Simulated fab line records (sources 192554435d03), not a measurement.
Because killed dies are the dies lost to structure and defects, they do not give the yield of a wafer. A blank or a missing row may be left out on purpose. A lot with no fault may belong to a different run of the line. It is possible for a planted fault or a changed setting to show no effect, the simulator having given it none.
Chamber matching | flow n5 finfet | cvd co-02 running N5_BEOL_M4_CO_CAP_55: 3 sister chambers
The step material Co, precursor CCTBA/H2, target thk 2 nm, time 102.1 s. 3 wafers are shown with their chamber, then 12 later ones without.

## WAFERS, EACH WITH ITS CHAMBER
wafer  | chamber | heater power w (W)
L091.1 | 2       | 220
L091.3 | 0       | 237
L091.6 | 1       | 267

## WAFERS WITH NO CHAMBER GIVEN
wafer  | heater power w (W)
L094.1 | 223
L094.2 | 241
L094.5 | 234
L096.1 | 220
L096.2 | 235
L096.3 | 261
L096.4 | 221
L096.5 | 236
L096.6 | 253
L097.1 | 227
L097.3 | 232
L097.5 | 236

## WHICH CHAMBER EACH ONE RAN IN
wafer  | from the rows above     | in truth
L094.1 | 2                       | 2
L094.2 | 0                       | 0
L094.5 | 0                       | 0
L096.1 | 2                       | 2
L096.2 | 0                       | 0
L096.3 | 1                       | 1
L096.4 | 2                       | 2
L096.5 | 0                       | 0
L096.6 | can't be placed: 1 or 0 | 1
L097.1 | can't be placed: 2 or 0 | 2
L097.3 | can't be placed: 0 or 2 | 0
L097.5 | 0                       | 0
Placed correctly: 9 of 12. From these rows, 3 cannot be placed; in 3 the true chamber is one of the candidates. 0 placed wrongly.
How it was worked out, from the rows above alone: a wafer's distance from a chamber is the root of the sum, over the readings, of the square of ((its reading less the chamber's mean) divided by the reading's scatter). The wafer belongs to the nearest chamber; if the next one is less than 2 further off, it can't be placed. For every chamber, the mean is computed from those of its wafers that are shown. The scatter: with one shown wafer a chamber, the root of the mean of the squares of how far each hidden wafer lies from its nearest shown one.
